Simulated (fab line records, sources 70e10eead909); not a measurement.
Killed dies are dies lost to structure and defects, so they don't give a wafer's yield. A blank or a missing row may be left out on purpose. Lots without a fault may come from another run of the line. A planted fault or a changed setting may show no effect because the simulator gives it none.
Which tool did it? | flow nand_harc | 12 lots, 36 wafers sampled, at 6 steps of a route of 1302

WHAT THE GAUGES READ, wafer by wafer
NHARC_P_GATE_CD_MEAS_33.
lot  | measured     | on        | cd_nm (nm)
L738 | day 5 05:53  | cd_sem-01 | 119.1 123.3 125.2
L737 | day 5 06:31  | cd_sem-01 | 117.3 117.8 119.5
L739 | day 5 21:08  | cd_sem-02 | 119.8 119.1 116.9
L742 | day 7 02:14  | cd_sem-03 | 117.1 122.1 121.1
L753 | day 11 13:17 | cd_sem-01 | 118.6 120.0 120.4
L752 | day 11 13:57 | cd_sem-01 | 123.1 120.6 120.3
L755 | day 12 08:12 | cd_sem-02 | 126.1 120.9 123.2
L756 | day 12 18:35 | cd_sem-03 | 121.5 120.5 119.5
L757 | day 13 10:28 | cd_sem-01 | 120.1 120.8 119.6
L758 | day 13 21:05 | cd_sem-01 | 119.9 124.7 120.4
L759 | day 14 03:53 | cd_sem-02 | 116.7 116.8 119.3
L760 | day 14 13:46 | cd_sem-02 | 120.3 121.6 120.7

NHARC_P_GATE_CD_MEAS_59: target cd 720 nm.
lot  | measured     | on        | cd_nm (nm)
L738 | day 8 02:16  | cd_sem-03 | 722.9 722.3 719.8
L737 | day 5 19:17  | cd_sem-03 | 719.6 719.9 719.4
L739 | day 6 12:03  | cd_sem-01 | 717.3 721.4 719.5
L742 | day 7 14:57  | cd_sem-02 | 698.7 698.4 699.3 699.0 699.0 699.4
L753 | day 12 01:51 | cd_sem-03 | 718.8 719.0 719.6
L752 | day 12 02:47 | cd_sem-02 | 723.2 720.7 719.5
L755 | day 12 20:53 | cd_sem-02 | 719.5 723.7 722.3
L756 | day 13 09:34 | cd_sem-02 | 724.2 721.2 720.8
L757 | day 13 23:07 | cd_sem-03 | 719.6 722.4 723.2
L758 | day 14 09:53 | cd_sem-02 | 722.3 719.3 719.7
L759 | day 14 16:34 | cd_sem-02 | 720.4 718.4 718.7
L760 | day 15 02:23 | cd_sem-03 | 719.1 721.1 720.0

NHARC_END_SORT_01.
lot  | measured     | on        | killed_at_array | killed_at_other | killed_at_periphery | killed_dies | killed_open | killed_short
L742 | day 26 10:20 | prober-01 | 47 46           | 3 0             | 1 0                 | 51 46       | 3 1         | 3 5

WHICH TOOL RAN EACH LOT (tool, then ch and the chambers of the sampled wafers, then the start)
lot  | NHARC_P_GATE_STRIP_101             | NHARC_P_GATE_EXPOSE_56            | NHARC_P_GATE_DESCUM_61
L738 | rie_diel-11 ch 0,1,2, day 5 17:56  | krf_scanner-01 ch 0, day 8 02:06  | rie_diel-11 ch 0,1,3, day 8 02:25
L737 | rie_diel-02 ch 0,1,3, day 5 16:35  | krf_scanner-01 ch 0, day 5 19:08  | rie_diel-02 ch 1,2,3, day 5 19:29
L739 | rie_diel-11 ch 0,1, day 6 09:29    | krf_scanner-04 ch 0, day 6 11:54  | rie_diel-11 ch 2,3, day 6 12:14
L742 | rie_diel-04 ch 0,2,3, day 7 12:16  | krf_scanner-01 ch 0, day 7 14:48  | rie_diel-02 ch 0,1,3, day 7 18:43
L753 | rie_diel-02 ch 2,3, day 11 23:25   | krf_scanner-03 ch 0, day 12 01:42 | rie_diel-04 ch 0,1, day 12 02:01
L752 | rie_diel-04 ch 0,1,2, day 12 00:07 | krf_scanner-01 ch 0, day 12 02:38 | rie_diel-11 ch 0,1, day 12 02:58
L755 | rie_diel-11 ch 0,2,3, day 12 18:11 | krf_scanner-04 ch 0, day 12 20:44 | rie_diel-11 ch 0,2, day 12 21:04
L756 | rie_diel-11 ch 0,2, day 13 06:53   | krf_scanner-03 ch 0, day 13 09:25 | rie_diel-02 ch 0,2,3, day 13 09:46
L757 | rie_diel-02 ch 0,1, day 13 20:31   | krf_scanner-03 ch 0, day 13 22:57 | rie_diel-02 ch 0,1,3, day 13 23:16
L758 | rie_diel-11 ch 1,2, day 14 07:12   | krf_scanner-04 ch 0, day 14 09:44 | rie_diel-11 ch 2,3, day 14 10:04
L759 | rie_diel-11 ch 1,2,3, day 14 13:58 | krf_scanner-04 ch 0, day 14 16:25 | rie_diel-02 ch 0,3, day 14 16:44
L760 | rie_diel-11 ch 0,2, day 14 23:50   | krf_scanner-04 ch 0, day 15 02:14 | rie_diel-11 ch 2,3, day 15 02:34
- NHARC_P_GATE_STRIP_101: strips in O2, time 20 s.
- NHARC_P_GATE_EXPOSE_56: exposes mask P PSD, target cd 720 nm.
- NHARC_P_GATE_DESCUM_61: chemistry O2, time 3 s.

WHAT THE TOOLS THEMSELVES READ (means of the sampled wafers that have a number; where no wafer has one, the mark that the record gives instead)
NHARC_P_GATE_STRIP_101.
lot  | tool        | drypump_motor_current_A (A) | oes_product_au (a.u.) | rf_vpp_V (V) | showerhead_plenum_p_Torr (Torr) | throttle_valve_pct (%)
L738 | rie_diel-11 | 5.5                         | 0.991                 | 58.6         | 3.55                            | 17.044
L737 | rie_diel-02 | 6.1                         | 1.002                 | 57.8         | 3.62                            | 17.038
L739 | rie_diel-11 | 5.3                         | 1.005                 | 59.1         | 3.55                            | 17.028
L742 | rie_diel-04 | 6.2                         | 1.002                 | 58.5         | 3.68                            | 17.042
L753 | rie_diel-02 | 6.1                         | 1.002                 | 58.5         | 3.61                            | 17.036
L752 | rie_diel-04 | 5.9                         | 0.994                 | 58.5         | 3.57                            | 17.034
L755 | rie_diel-11 | 5.9                         | 1.002                 | 57.0         | 3.50                            | 17.033
L756 | rie_diel-11 | 5.7                         | 1.003                 | 57.8         | 3.47                            | 17.032
L757 | rie_diel-02 | 6.1                         | 1.009                 | 57.8         | 3.65                            | 17.039
L758 | rie_diel-11 | 5.4                         | 0.999                 | 57.6         | 3.61                            | 17.033
L759 | rie_diel-11 | 5.7                         | 1.004                 | 58.2         | 3.57                            | 17.033
L760 | rie_diel-11 | 5.7                         | 1.005                 | 57.7         | 3.47                            | 17.029

NHARC_P_GATE_DESCUM_61.
lot  | tool        | drypump_motor_current_A (A) | oes_product_au (a.u.) | rf_vpp_V (V) | showerhead_plenum_p_Torr (Torr) | throttle_valve_pct (%)
L738 | rie_diel-11 | 5.8                         | 0.998                 | 58.1         | 1.90                            | 11.301
L737 | rie_diel-02 | 6.1                         | 1.007                 | 58.2         | 1.96                            | 11.316
L739 | rie_diel-11 | 5.9                         | 0.998                 | 58.3         | 1.94                            | 11.318
L742 | rie_diel-02 | 6.1                         | 1.010                 | 57.7         | 1.96                            | 11.313
L753 | rie_diel-04 | 5.7                         | 0.992                 | 58.3         | 1.98                            | 11.317
L752 | rie_diel-11 | 5.5                         | 0.993                 | 57.4         | 1.88                            | 11.312
L755 | rie_diel-11 | 5.7                         | 1.000                 | 57.7         | 1.93                            | 11.307
L756 | rie_diel-02 | 6.1                         | 1.004                 | 58.1         | 1.98                            | 11.311
L757 | rie_diel-02 | 6.1                         | 1.006                 | 57.2         | 1.96                            | 11.309
L758 | rie_diel-11 | 6.2                         | 0.999                 | 57.7         | 1.91                            | 11.316
L759 | rie_diel-02 | 6.1                         | 1.007                 | 57.2         | 1.96                            | 11.316
L760 | rie_diel-11 | 5.9                         | 1.001                 | 58.0         | 1.94                            | 11.311

THE ANSWER, worked out from the rows above alone
Rule: what is usual is taken from the lots themselves. Put in order of their means at a reading, lots are off if they are a third of the lots or fewer, leave a main group of 4 or more, and stand apart from it by a gap of 3 or more times the standard deviation of the main group's means; of several such gaps the widest counts. A main group whose means are all the same, to the digits that the tables above print for the reading, isn't used. A lot without any number at a reading at which 4 lots or more have one is off too. The other lots that the step has rows for count as sound. The gauges are gone through in route order, then the tools' own readings, and for those a lot's mean is taken as printed above. The first step at which some lot is off is used, and at that step the reading that is off furthest; a lot without a number counts as furthest.
Off: L742, at NHARC_P_GATE_CD_MEAS_59 (cd_nm). The main group: mean 720.6 nm, standard deviation 1.1.
A tool fits if, at a process step before that reading, it ran every lot that is off, and no sound lot after the first of them. The gauges at NHARC_P_GATE_CD_MEAS_59 are tried like those tools. None of those tried fits.

WHAT THE SIMULATOR HAD PUT IN
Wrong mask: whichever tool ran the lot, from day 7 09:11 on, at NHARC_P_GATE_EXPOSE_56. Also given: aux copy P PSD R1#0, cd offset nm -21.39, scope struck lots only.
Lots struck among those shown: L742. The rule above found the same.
